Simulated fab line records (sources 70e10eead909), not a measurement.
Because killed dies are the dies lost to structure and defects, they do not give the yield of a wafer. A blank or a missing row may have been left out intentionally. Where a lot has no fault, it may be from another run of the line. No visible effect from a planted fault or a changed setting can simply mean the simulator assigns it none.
Which tool did it? + flow nand-harc + Sampling: 12 lots, 36 wafers, 5 of 1302 route steps

== WHAT THE GAUGES READ, wafer by wafer ==
NHARC_END_SORT_01.
| lot  | measured     | on        | killed-at-array | killed-at-other | killed-at-periphery | killed-dies | killed-open | killed-short |
|------|--------------|-----------|-----------------|-----------------|---------------------|-------------|-------------|--------------|
| L587 | day 29 12:40 | prober-02 | 518 91 87       | 0 0 2           | 3 4 3               | 521 95 92   | 4 7 7       | 2 4 0        |
| L588 | day 29 04:04 | prober-02 | 473 60 43       | 2 1 1           | 1 1 2               | 476 62 46   | 1 2 2       | 3 6 1        |

== TOOL THAT RAN EACH LOT (tool first, then ch and the chambers of the sampled wafers, then the start) ==
| lot  | NHARC_A_CONTACT_ETCH_51                       | NHARC_A_CONTACT_ETCH_111             | NHARC_A_CONTACT_ETCH_117             | NHARC_A_CONTACT_ETCH_96            |
|------|-----------------------------------------------|--------------------------------------|--------------------------------------|------------------------------------|
| L577 | rie-diel-04 ch 0,3, day 21 16:40 or earlier   | har-cap-etch-03 ch 0,1, day 21 16:40 | har-cap-etch-03 ch 0,1, day 21 17:43 | rie-diel-04 ch 1,2, day 21 19:52   |
| L580 | rie-diel-03 ch 0,2,3, day 22 15:55 or earlier | har-cap-etch-02 ch 0,1, day 22 15:55 | har-cap-etch-02 ch 0,1, day 22 16:58 | rie-diel-04 ch 0,1,3, day 22 19:10 |
| L579 | rie-diel-04 ch 0,3, day 22 16:18 or earlier   | har-cap-etch-01 ch 0,1, day 22 16:18 | har-cap-etch-01 ch 0,1, day 22 17:20 | rie-diel-03 ch 1,2,3, day 22 19:26 |
| L581 | rie-diel-05 ch 0,2, day 23 08:01 or earlier   | har-cap-etch-02 ch 0,1, day 23 08:01 | har-cap-etch-02 ch 0,1, day 23 09:04 | rie-diel-05 ch 0,2,3, day 23 11:19 |
| L582 | rie-diel-04 ch 1,2, day 24 08:20 or earlier   | har-cap-etch-03 ch 0,1, day 24 08:20 | har-cap-etch-03 ch 0,1, day 24 09:23 | rie-diel-04 ch 0,1,2, day 24 11:29 |
| L587 | rie-diel-05 ch 0,2,3, day 26 02:16 or earlier | har-cap-etch-01 ch 0,1, day 26 02:16 | har-cap-etch-01 ch 0,1, day 26 03:20 | rie-diel-04 ch 0,1,3, day 26 05:26 |
| L588 | rie-diel-03 ch 2,3, day 26 06:29 or earlier   | har-cap-etch-02 ch 0,1, day 26 06:29 | har-cap-etch-02 ch 0,1, day 26 07:33 | rie-diel-04 ch 0,2, day 26 09:41   |
| L594 | rie-diel-04 ch 2,3, day 28 08:08 or earlier   | har-cap-etch-02 ch 0,1, day 28 08:08 | har-cap-etch-02 ch 0,1, day 28 09:12 | rie-diel-04 ch 0,1, day 28 11:20   |
| L595 | rie-diel-03 ch 0,1, day 29 17:41 or earlier   | har-cap-etch-03 ch 0,1, day 29 17:41 | har-cap-etch-03 ch 0,1, day 29 18:44 | rie-diel-04 ch 1,2, day 29 21:02   |
| L596 | rie-diel-04 ch 2,3, day 29 21:17 or earlier   | har-cap-etch-01 ch 0,1, day 29 21:17 | har-cap-etch-01 ch 0,1, day 29 22:20 | rie-diel-04 ch 1,2, day 30 00:30   |
| L599 | rie-diel-04 ch 0,2,3, day 31 01:50 or earlier | har-cap-etch-01 ch 0,1, day 31 01:50 | har-cap-etch-01 ch 0,1, day 31 02:54 | rie-diel-04 ch 0,2,3, day 31 05:02 |
| L600 | rie-diel-04 ch 0,1,3, day 31 02:42 or earlier | har-cap-etch-02 ch 0,1, day 31 02:42 | har-cap-etch-02 ch 0,1, day 31 03:46 | rie-diel-03 ch 0,1,3, day 31 05:56 |
- NHARC_A_CONTACT_ETCH_51: etches the open film in O2/COS, target depth 7000 nm, time 1820 s.
- NHARC_A_CONTACT_ETCH_111: etches the open film in C4F8/O2/Ar, time 140 s, target depth 700 nm.
- NHARC_A_CONTACT_ETCH_117: etches the open film in C4F8/O2/Ar, time 190 s, target depth 1850 nm.
- NHARC_A_CONTACT_ETCH_96: etches the open film in C4F6/O2, target depth 20 nm, time 10 s.

== WHAT THE TOOLS THEMSELVES READ (means of the sampled wafers that have a number; where no wafer has one, the mark that the record gives instead) ==
NHARC_A_CONTACT_ETCH_51.
| lot  | tool        | drypump-motor-current-A (A) | oes-product-au (a.u.) | rf-vpp-V (V) | showerhead-plenum-p-Torr (Torr) | throttle-valve-pct (%) |
|------|-------------|-----------------------------|-----------------------|--------------|---------------------------------|------------------------|
| L577 | rie-diel-04 | 5.9                         | 0.998                 | 312.0        | 3.04                            | 28.327                 |
| L580 | rie-diel-03 | 5.8                         | 1.001                 | 315.8        | 3.23                            | 28.321                 |
| L579 | rie-diel-04 | 5.9                         | 1.001                 | 313.9        | 3.04                            | 28.329                 |
| L581 | rie-diel-05 | 5.5                         | 0.996                 | 314.1        | 3.09                            | 28.329                 |
| L582 | rie-diel-04 | 6.4                         | 1.008                 | 314.8        | 3.18                            | 28.322                 |
| L587 | rie-diel-05 | 5.6                         | 0.993                 | 314.7        | 3.12                            | 28.329                 |
| L588 | rie-diel-03 | 5.6                         | 1.006                 | 316.3        | 3.27                            | 28.331                 |
| L594 | rie-diel-04 | 6.4                         | 0.999                 | 312.9        | 3.07                            | 28.324                 |
| L595 | rie-diel-03 | 6.0                         | 0.994                 | 314.2        | 3.14                            | 28.333                 |
| L596 | rie-diel-04 | 6.4                         | 1.005                 | 312.6        | 3.05                            | 28.329                 |
| L599 | rie-diel-04 | 5.9                         | 0.999                 | 313.8        | 3.04                            | 28.331                 |
| L600 | rie-diel-04 | 5.9                         | 1.000                 | 313.8        | 3.13                            | 28.329                 |

NHARC_A_CONTACT_ETCH_96.
| lot  | tool        | drypump-motor-current-A (A) | oes-product-au (a.u.) | rf-vpp-V (V) | showerhead-plenum-p-Torr (Torr) | throttle-valve-pct (%) |
|------|-------------|-----------------------------|-----------------------|--------------|---------------------------------|------------------------|
| L577 | rie-diel-04 | 6.4                         | 0.974                 | 548          | 4.00                            | 26.903                 |
| L580 | rie-diel-04 | 5.9                         | 0.953                 | 547          | 3.94                            | 26.903                 |
| L579 | rie-diel-03 | 5.5                         | 0.995                 | 549          | 4.03                            | 26.904                 |
| L581 | rie-diel-05 | 5.6                         | 0.936                 | 548          | 3.92                            | 26.908                 |
| L582 | rie-diel-04 | 5.9                         | 0.963                 | 546          | 3.96                            | 26.909                 |
| L587 | rie-diel-04 | 5.9                         | 0.927                 | 547          | 3.94                            | 26.910                 |
| L588 | rie-diel-04 | 5.9                         | 0.927                 | 546          | 3.84                            | 26.910                 |
| L594 | rie-diel-04 | 5.9                         | 0.934                 | 551          | 4.06                            | 26.908                 |
| L595 | rie-diel-04 | 6.5                         | 0.986                 | 551          | 4.09                            | 26.903                 |
| L596 | rie-diel-04 | 6.4                         | 0.927                 | 550          | 4.09                            | 26.898                 |
| L599 | rie-diel-04 | 5.9                         | 0.945                 | 545          | 3.82                            | 26.901                 |
| L600 | rie-diel-03 | 6.0                         | 0.954                 | 549          | 4.03                            | 26.911                 |

== THE ANSWER, worked out from the rows above alone ==
Rule: the usual values come from the lots themselves. The widest of any qualifying gaps counts: lots, ordered by their means at a reading, are off when they make up no more than a third of the lots, leave a main group of 4 or more, and stand apart from it by 3 or more times the standard deviation of that group's means. Not used: any main group whose means are identical at the precision the tables above print for the reading. Also off: a lot with no number at a reading for which 4 or more lots have one. The other lots that the step has rows for count as sound. The gauges are gone through in route order, then the tools' own readings, and for those a lot's mean is taken as printed above. The first step at which some lot is off is used, and at that step the reading that is off furthest; a lot without a number counts as furthest.
Across all readings shown, no lot is off: no conclusion can be drawn from this.

== WHAT WAS PUT IN BY THE SIMULATOR ==
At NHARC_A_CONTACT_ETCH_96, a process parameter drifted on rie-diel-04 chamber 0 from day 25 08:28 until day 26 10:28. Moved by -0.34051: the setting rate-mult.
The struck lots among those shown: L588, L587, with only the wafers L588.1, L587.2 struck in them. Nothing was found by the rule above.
